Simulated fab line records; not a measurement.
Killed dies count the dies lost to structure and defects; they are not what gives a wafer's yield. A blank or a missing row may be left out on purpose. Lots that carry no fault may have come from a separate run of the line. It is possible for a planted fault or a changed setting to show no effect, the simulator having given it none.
fab line records | flow nandHarc
[record] lots = 5 wafers = 15 lastDay = 33
route steps=1302 shown A_CHANNEL_HOLE_D2@607 A_CHANNEL_FILL_D2@610 A_STAIRCASE@639 END@1302
lots that met no fault: taken from a fault-free run of the same line
startH: start of the lot's first displayed wafer, in hours after the record's first day | waitH: how many hours have passed since the lot's step before this one | " as in the row above | L1.1+2: one row covering several wafers at once | - value missing, or start not given | * or withheld: withheld | < > ~ a bound
route shown NAME@n: NAME is a module with steps in the file, n the number in the route of the first one | usual: mean/standard deviation taken from wafers without a fault | same: alike in all rows | chamber/n: place in a boat | sites: per-site readings | _std_site: how widely they spread, as a standard deviation | _edge_site: inner sites' mean taken away from outer sites' mean | radiusMm: how far each site lies from the wafer's centre | mask NAME#n: copy n | behind: the most recent tool/chamber to have shaped the wafer | hold: the reason the lot was held/the length of the hold in hours/how it ended | device: the n, p or np transistor that did not switch | end of line: at the end of the route, the tests of the same wafers | a step with no rows: only its recipe | killed: count of dies lost to structure and defects at first sort (not the wafer's yield) | map: shows each die of a wafer: x if killed, . if not, _ if none is there
set.NAME: the setting as run; set.NAME@STEP: as run at that earlier step | model.NAME: the simulator's own value behind a step, which no gauge read
lots seen at some steps along the route; tables by step, rows by wafer
services: a tool's chamber out of use, with start hour (startH, from the record's first day; less than 0 if before it), hours out, and reason
[[steps]]
[step NHARC_A_CHANNEL_HOLE_D2_CD_MEAS_31]
[usual] cdNm = 90.2/0.98
// columns lot.wafer tool chamber startH waitH cdNm
L492.2 cdSem-02 - 301.30 - 89.7
L492.5 " - " " 88.7
L492.6 " - " " 89.3
L493.1 cdSem-01 - 320.96 - 89.8
L493.2 " - " " 91.1
L493.5 " - " " 89.9
L494.4 cdSem-03 - 325.13 - 88.5
L494.5 " - " " 88.4
L494.6 " - " " 90.5
L503.1 cdSem-01 - 414.70 - 90.2
L503.5 " - " " 91.4
L503.6 " - " " 89.5
L513.1 cdSem-02 - 522.91 - 89.7
L513.3 " - " " 90.9
L513.6 " - " " 90.0
[step NHARC_A_CHANNEL_HOLE_D2_XSEM_32]
[recipe] landingEnergyEv = 35000
[usual] botCdNm = 74.8/0.93 bowNm = 8.60/0.25 tiltDeg = 0.07/0.045
// columns lot.wafer tool chamber startH waitH botCdNm bowNm tiltDeg
L492.2 xsem-02 0 301.40 0.1 75.1 8.71 0.04
L492.5 " 0 " " 73.8 8.71 0.04
L492.6 " 0 " " 75.0 8.68 0.04
L493.1 xsem-01 0 321.04 0.1 74.1 8.36 0.06
L493.2 " 0 " " 75.9 8.34 0.06
L493.5 " 0 " " 74.4 8.38 0.07
L494.4 xsem-01 0 325.22 0.1 72.9 8.57 0.06
L494.5 " 0 " " 73.7 8.53 0.06
L494.6 " 0 " " 75.1 8.47 0.06
L503.1 xsem-02 0 414.79 0.1 75.0 8.64 0.10
L503.5 " 0 " " 76.7 8.67 0.11
L503.6 " 0 " " 74.5 8.69 0.10
L513.1 xsem-02 0 523.01 0.1 74.1 8.74 0.00
L513.3 " 0 " " 74.6 8.71 0.00
L513.6 " 0 " " 74.4 8.73 0.00
[step NHARC_A_CHANNEL_HOLE_D2_INSPECT_40]
[usual] rawDefectCount = 249/70
// columns lot.wafer tool chamber startH waitH rawDefectCount
L492.2 defectInspect-02 - 301.49 - 295
L492.5 " - " " 303
L492.6 " - " " 447
L493.1 defectInspect-01 - 321.14 - 279
L493.2 " - " " 371
L493.5 " - " " 289
L494.4 defectInspect-01 - 325.30 - 287
L494.5 " - " " 329
L494.6 " - " " 288
L503.1 defectInspect-01 - 414.89 - 193
L503.5 " - " " 281
L503.6 " - " " 229
L513.1 defectInspect-02 - 523.10 - 348
L513.3 " - " " 258
L513.6 " - " " 209
[step NHARC_A_CHANNEL_FILL_D2_PRECLEAN_00]
[recipe] timeS = * tempC = 50 bathAgeMin = 0 chemistry = SC1
[step NHARC_A_CHANNEL_FILL_D2_SRD_01]
[step NHARC_A_CHANNEL_FILL_D2_ALD_02]
[recipe] targetThkA = 60 pulseTimeS = 10 aldCycles = 60 tempC = 300 material = SiO2
[step NHARC_A_CHANNEL_FILL_D2_ALD_03]
[recipe] targetThkA = 60 pulseTimeS = 60 aldCycles = 58 tempC = 630 pressureTorr = 2 material = SiNx
[step NHARC_A_CHANNEL_FILL_D2_ALD_14]
[recipe] targetThkA = 25 pulseTimeS = 10 aldCycles = 25 tempC = 300 material = SiO2
[usual] heaterPowerW = 459/46 precursorPulseHeightRel = 1.000/0.021
// columns lot.wafer tool chamber startH waitH heaterPowerW precursorPulseHeightRel sinceWetCleanH
L492.2 aldHk-01 0 308.92 0.2 439 0.982 3
L492.5 " 2 " " 468 1.001 -
L492.6 " 3 " " 514 1.033 -
L493.2 aldHk-02 3 328.78 0.1 393 1.008 143
L493.1 " 1 " " 485 1.044 143
L493.5 " 2 " " 443 1.023 -
L494.4 aldHk-04 1 333.06 0.2 394 0.976 68
L494.6 " 2 " " 479 1.010 -
L494.5 " 3 " " 540 0.986 -
L503.1 aldHk-01 3 420.44 0.1 535 0.990 114
L503.5 " 2 " " 461 1.011 -
L503.6 " 3 " " 518 1.012 -
L513.3 aldHk-02 3 530.82 0.1 394 1.023 167
L513.1 " 0 " " 512 1.042 167
L513.6 " 2 " " 436 1.002 -
[step NHARC_A_CHANNEL_FILL_D2_ALD_15]
[recipe] targetThkA = 20 pulseTimeS = 60 aldCycles = 19 tempC = 630 pressureTorr = 2 material = SiNx
[step NHARC_A_CHANNEL_FILL_D2_ALD_16]
[recipe] targetThkA = 15 pulseTimeS = 10 aldCycles = 15 tempC = 300 material = SiO2
[usual] heaterPowerW = 458/49 precursorPulseHeightRel = 0.999/0.021
// columns lot.wafer tool chamber startH waitH heaterPowerW precursorPulseHeightRel sinceWetCleanH
L492.2 aldHk-02 1 314.42 0.5 495 1.021 129
L492.5 " 3 " " 402 0.986 -
L492.6 " 0 " " 493 1.015 -
L493.2 aldHk-04 3 333.95 0.1 537 1.003 69
L493.1 " 0 " " 422 1.042 69
L493.5 " 2 " " 482 0.985 -
L494.4 aldHk-02 0 338.16 0.0 496 1.024 153
L494.6 " 0 " " 486 1.014 -
L494.5 " 1 " " 496 1.011 -
L503.1 aldHk-04 1 425.78 0.2 412 1.014 161
L503.6 " 2 " " 471 0.983 -
L503.5 " 3 " " 553 1.003 -
L513.1 aldHk-04 1 533.67 0.4 401 0.970 91
L513.3 " 2 " " 503 1.005 91
L513.6 " 2 " " 488 1.026 -
[step NHARC_A_CHANNEL_FILL_D2_ANNEAL_17]
[recipe] tempC = 850 timeS = 1800
[step NHARC_A_CHANNEL_FILL_D2_CVD_18]
[recipe] targetThkA = 30 tempC = 550 material = poly-Si
[step NHARC_A_CHANNEL_FILL_D2_ETCHBACK_19]
[recipe] targetDepthA = 50 timeS = 1.7 hbrFlowSccm = 150 cl2FlowSccm = 50 rfW = 400 icpW = 400 biasW = 100 chemistry = HBr/Cl2
[usual] drypumpMotorCurrentA = 5.7/0.48 mfcCl2Sccm = 50.01/0.16 oesProductAu = 0.998/0.007 throttleValvePct = 26.405/0.0093
[same] timeS = 1.7
// columns lot.wafer tool chamber startH waitH drypumpMotorCurrentA mfcCl2Sccm oesProductAu rfHoursCounterH throttleValvePct
L492.2 rieSi-05 1 327.27 0.4 5.4 49.94 0.992 0.07 26.416
L492.6 " 2 " " 5.2 50.17 0.998 - 26.412
L492.5 " 3 " " 4.9 49.98 0.993 - 26.402
L493.2 rieSi-05 3 345.76 0.4 4.9 49.78 1.010 0.19 26.392
L493.1 " 0 " " 6.0 49.72 1.004 0.17 26.422
L493.5 " 2 " " 5.2 49.97 1.001 - 26.407
L494.4 rieSi-03 2 350.02 0.4 5.3 49.87 0.990 0.85 26.406
L494.5 " 1 " " 6.2 50.13 0.985 - 26.399
L494.6 " 2 " " 5.3 49.82 0.990 - 26.391
L503.1 rieSi-05 1 437.35 0.4 5.5 49.88 0.988 0.64 26.403
L503.6 " 0 " " 6.1 50.30 0.999 - 26.403
L503.5 " 1 " " 5.4 49.98 0.987 - 26.392
L513.1 rieSi-05 2 545.58 0.4 5.2 49.93 1.007 0.44 26.389
L513.3 " 1 " " 5.5 49.69 0.995 0.42 26.409
L513.6 " 3 " " 4.9 50.19 0.998 - 26.382
[step NHARC_A_CHANNEL_FILL_D2_ETCHBACK_20]
[recipe] targetDepthA = 270 timeS = 13.5 c4f8FlowSccm = withheld o2FlowSccm = 8 arFlowSccm = withheld rfW = 600 biasW = 1500 chemistry = C4F8/O2/Ar
[step NHARC_A_CHANNEL_FILL_D2_STRIP_28]
[recipe] timeS = 20 o2FlowSccm = 500 arFlowSccm = 0 biasW = 0 chemistry = O2
[step NHARC_A_CHANNEL_FILL_D2_PRECLEAN_21]
[recipe] timeS = 30 chemistry = dHF
[step NHARC_A_CHANNEL_FILL_D2_SRD_23]
[step NHARC_A_CHANNEL_FILL_D2_CVD_05]
[recipe] targetThkA = 50 tempC = 550 material = poly-Si
[step NHARC_A_CHANNEL_FILL_D2_ANNEAL_22]
[recipe] tempC = 620 timeS = 7200
[step NHARC_A_CHANNEL_FILL_D2_ALD_25]
[recipe] targetThkA = 600 pulseTimeS = 10 aldCycles = 600 tempC = 300 material = SiOx
[step NHARC_A_CHANNEL_FILL_D2_ETCHBACK_08]
[recipe] targetDepthA = 2200 timeS = 110 c4f8FlowSccm = 20 arFlowSccm = withheld rfW = 600 biasW = 300 chemistry = C4F8
[usual] oesProductAu = 0.96/0.035 rfVppV = 440.4/2.6
[same] timeS = 110
// columns lot.wafer tool chamber startH waitH oesProductAu rfHoursCounterH rfVppV
L492.2 rieDiel-11 1 - - 0.93 3 437.0
L492.5 " 2 " " 0.93 - 443.4
L492.6 " 3 " " 0.93 - 443.5
L493.2 rieDiel-12 0 - - 1.00 16 440.7
L493.1 " 2 " " 1.00 18 440.4
L493.5 " 3 " " 1.00 - 436.0
L494.4 rieDiel-06 0 - - 0.96 2 438.8
L494.5 " 3 " " 0.97 - 440.4
L494.6 " 0 " " 0.97 - 439.2
L503.1 rieDiel-06 1 - - 0.92 4 436.8
L503.5 " 2 " " 0.92 - 443.5
L503.6 " 3 " " 0.93 - 440.4
L513.1 rieDiel-06 3 - - 0.99 3 439.2
L513.3 " 1 " " 0.98 3 436.5
L513.6 " 3 " " 0.99 - 440.7
[step NHARC_A_CHANNEL_FILL_D2_STRIP_29]
[recipe] timeS = 20 o2FlowSccm = 500 arFlowSccm = 0 biasW = 0 chemistry = O2
[step NHARC_A_CHANNEL_FILL_D2_PRECLEAN_30]
[recipe] timeS = 30 chemistry = dHF
[step NHARC_A_CHANNEL_FILL_D2_SRD_31]
[step NHARC_A_CHANNEL_FILL_D2_CVD_09]
[recipe] targetThkA = 1500 tempC = 620 pressureMtorr = 200 timeS = 3000 material = poly-Si
[step NHARC_A_CHANNEL_FILL_D2_CMP_10]
[recipe] targetThkNm = 150
[step NHARC_A_CHANNEL_FILL_D2_SRD_12]
[step NHARC_A_CHANNEL_FILL_D2_RTA_24]
[recipe] tempC = 1000 timeS = 5
[step NHARC_A_STAIRCASE_DEP_156]
[recipe] targetThkA = 500 tempC = 400 targetThkNm = 50 flowSccm = 200 rfW = 450 material = SiNx
[usual] heaterPowerW = 696/78
// columns lot.wafer tool chamber startH waitH heaterPowerW sinceWetCleanH
L492.2 pecvd-04 2 351.13 0.1 612 69
L492.5 " 0 " " 740 -
L492.6 " 2 " " 589 -
L493.2 pecvd-04 2 369.99 0.2 588 88
L493.1 " 0 " " 735 88
L493.5 " 1 " " 554 -
L494.5 pecvd-04 2 375.56 0.1 609 -
L494.4 " 0 " " 706 -
L494.6 " 1 " " 652 -
L503.1 pecvd-03 0 461.36 0.1 694 82
L503.5 " 2 " " 729 -
L503.6 " 0 " " 699 -
L513.1 pecvd-01 0 570.68 0.1 798 55
L513.3 " 1 " " 675 55
L513.6 " 2 " " 824 -
[step NHARC_A_STAIRCASE_DEHYDRATE_158]
[recipe] tempC = 150 timeS = 120
[step NHARC_A_STAIRCASE_HMDS_159]
[recipe] timeS = 30
[step NHARC_A_STAIRCASE_COAT_160]
[recipe] spinRpm = 1200
[step NHARC_A_STAIRCASE_SOFTBAKE_161]
[recipe] tempC = 135 timeS = 170
[step NHARC_A_STAIRCASE_EBR_162]
[step NHARC_A_STAIRCASE_EXPOSE_163]
[recipe] na = 0.5 doseMj = 20.01 maskId = STAIR_OPEN
[step NHARC_A_STAIRCASE_PEB_164]
[recipe] pebTempC = 115 pebTimeS = 130
[step NHARC_A_STAIRCASE_DEVELOP_165]
[recipe] timeS = 140
[step NHARC_END_SORT_01]
[recipe] tempC = 25
[usual] killedAtArray = 50/17 killedAtOther = 0.7/1 killedAtPeriphery = 3.4/2.4 killedDies = 54/17 killedOpen = 3.3/1.7 killedShort = 2.5/1.6
[same] grossDies = 677
// columns lot.wafer tool chamber startH waitH killedAtArray killedAtOther killedAtPeriphery killedDies killedOpen killedShort
L503.1 prober-02 0 673.36 2.5 104 0 5 109 1 5
L503.5 prober-02 0 676.50 3.6 128 1 4 133 3 1
// killed by level:class
L503.1 A_CHANNEL_FILL_D2:unspecified=43 A_SLIT:chamberFilmFlake=35 A_CHANNEL_HOLE_D1:chamberFilmFlake=19 P_M1:chamberFilmFlake=4 A_CHANNEL_FILL_D1:geometricParticle:short=2 P_BONDPAD:geometricParticle:open=1 A_ONON_D1:geometricParticle:short=1 A_SLIT:geometricParticle:short=1
L503.5 A_CHANNEL_FILL_D2:unspecified=46 A_CHANNEL_HOLE_D1:chamberFilmFlake=40 A_SLIT:chamberFilmFlake=32 A_STAIRCASE:chamberFilmFlake=4 A_DECK1_JOINT:chamberFilmFlake=2 P_M1:chamberFilmFlake=2 P_GATE:geometricParticle:open=1 P_M0:geometricParticle:open=1
// map L503.5 (x killed, . not)
____________.____________
_________......._________
_______.....x....._______
______.....x.......______
_____...x...x......._____
____............x.xxx____
____....x..........xx____
___................xxx___
___..............xxxxx___
__.................xxxx__
__.................xxxx__
_................x.xxxxx_
_..................xxxxx_
_.................xxxxxx_
_...................xxxx_
_....................x.x_
.....................x.xx
...........x.............
.........................
...........x.............
.........................
_....xxx.......xx......._
_..x.x.................._
_..x.xxxx..............._
_...xxxxx..............._
_..xxxxxx..............._
__..xxx..xx............__
__x..xxxx..........x...__
___..xxxx....x.x.x....___
___..x.......x..x...x.___
____..x..x.xxxx.x..x.____
____.......x.xxxxx.x.____
_____.......xx.x...._____
______.......xx.xx.______
_______.....xxxxxx_______
_________..x.xxx_________
____________x____________
// map L492.2 (x killed, . not)
____________.____________
_________......._________
_______...x......._______
______.....x.......______
_____..............._____
____.................____
____......x.x........____
___........x..........___
___.....x.x....x......___
__.x.................x.__
__.........x...........__
_......................._
_...........x..........._
_..................x...._
_.............x........._
_......................._
..............x..........
.........................
.........................
...x.....................
......x..................
_.....xxx..............._
_...xxxxxx........x....._
_...xxxxx..............._
_..xxxxxxx...x.........._
_...xxxx.xx.....x......._
__.xxxxx...........x...__
__.xxxxxx..............__
___x.x.xx....x........___
___.x..x....x.x.......___
____x..x...xxx.x..x..____
____........xxxx.xx..____
_____.......xxx.x..._____
______........x.x.x______
_______....xxxxx.._______
_________....xxx_________
____________.____________
[[services]]
// columns tool chamber startH hours kind
rieSi-05 1 286.26 5.8 repair
rieSi-03 3 293.28 1.0 repair
aldHk-01 - 296.22 10.0 pm
rieSi-05 - 305.00 9.0 pm
rieDiel-06 - 307.20 9.0 pm
rieDiel-12 3 310.43 8.1 repair
pecvd-01 - 322.10 13.0 pm
aldHk-02 - 353.65 10.0 pm
rieSi-03 2 358.45 2.3 repair
rieDiel-12 1 362.74 2.4 repair
rieSi-03 3 364.86 4.6 repair
pecvd-03 - 366.54 13.0 pm
xsem-01 - 374.00 14.0 pm
aldHk-04 - 432.88 10.0 pm
rieSi-05 3 434.85 2.5 repair
pecvd-04 - 450.02 13.0 pm
rieSi-05 3 457.11 6.6 repair
aldHk-01 - 457.24 9.0 repair
aldHk-01 - 470.77 0.2 repair
rieSi-05 - 482.00 9.0 pm
rieDiel-06 - 484.20 9.0 pm
aldHk-01 - 494.18 10.0 pm
aldHk-02 - 531.65 10.0 pm
rieDiel-06 0 546.42 30.2 repair
[[key]]
[firstSign] step = NHARC_END_SORT_01 reading = killedAtArray direction = up sigmas = 3.9 usual = 50 struck = 116
[effect] step = NHARC_END_SORT_01 reading = killedDies direction = up sigmas = 3.9 usual = 54 struck = 121
[moreKillsBornAt] NHARC_A_CHANNEL_FILL_D2_ETCHBACK_19@rieSi-05 = 89
metAt NHARC_A_CHANNEL_FILL_D2_ETCHBACK_19
struckWafers L503.1,L503.5
testerLeftOut L503
onsetBetween 327.27 437.35
[fault] kind = chamberParticleSource tool = rieSi-05 chamber = 1 onsetH = 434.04 steps = NHARC_A_CHANNEL_FILL_D2_ETCHBACK_19 ratePerVisitCm2 = 1.0952 endH = 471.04
// testerLeftOut: of these lots the tester's yield and bins aren't shown, on N5 and GAA mostly nor the transistor test; their killed dies are dies lost to structure and defects alone, not to doping, threshold or leakage, so they don't give the yield
